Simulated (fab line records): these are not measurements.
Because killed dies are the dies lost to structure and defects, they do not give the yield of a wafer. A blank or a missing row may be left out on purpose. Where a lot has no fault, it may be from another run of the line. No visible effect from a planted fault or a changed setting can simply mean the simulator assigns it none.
Matching of chambers | flow nand-harc | 4 sister chambers for NHARC_HYBRID_BOND_ACTIVATE_00 on rie-diel-01
The step chemistry N2, time 60 s. 8 wafers are shown with their chamber, then 8 later ones without.

## WAFERS PAIRED WITH THEIR CHAMBERS
wafer  | chamber | drypump-motor-current-A (A) | oes-product-au (a.u.)
L621.5 | 2       | 5.97                        | 1.009
L629.2 | 3       | 5.69                        | 0.998
L638.5 | 3       | 5.72                        | 0.994
L638.6 | 2       | 5.99                        | 1.015
L642.2 | 0       | 6.00                        | 1.013
L642.4 | 1       | 6.43                        | 0.990
L642.5 | 0       | 6.00                        | 1.019
L641.1 | 1       | 6.42                        | 0.994

## WAFERS WITH NO CHAMBER GIVEN
wafer  | drypump-motor-current-A (A) | oes-product-au (a.u.)
L641.3 | 6.00                        | 1.018
L641.6 | 5.98                        | 1.014
L633.1 | 5.78                        | 0.996
L633.3 | 6.41                        | 0.997
L633.5 | 5.98                        | 1.009
L644.1 | 5.99                        | 1.013
L644.2 | 6.43                        | 0.998
L644.6 | 6.45                        | 1.004

## WHICH CHAMBER EACH ONE RAN IN
wafer  | from the rows above     | in truth
L641.3 | can't be placed: 0 or 2 | 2
L641.6 | can't be placed: 2 or 0 | 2
L633.1 | 3                       | 3
L633.3 | 1                       | 1
L633.5 | can't be placed: 2 or 0 | 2
L644.1 | can't be placed: 2 or 0 | 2
L644.2 | 1                       | 1
L644.6 | 1                       | 1
Correctly placed: 4 of 8. These rows do not allow placing 4 (true chamber among the candidates in 4). Number placed wrongly: 0.
How it was worked out, from the rows above alone: a wafer's distance from a chamber is the root of the sum, over the readings, of the square of ((its reading less the chamber's mean) divided by the reading's scatter). If the next closest chamber is less than 2 further off than the closest, the wafer can't be placed; otherwise it belongs to the closest. For every chamber, the mean is computed from those of its wafers that are shown. The scatter: the root of (the sum of the squares of (reading less its chamber's mean) over the shown wafers, divided by (wafers less chambers)).
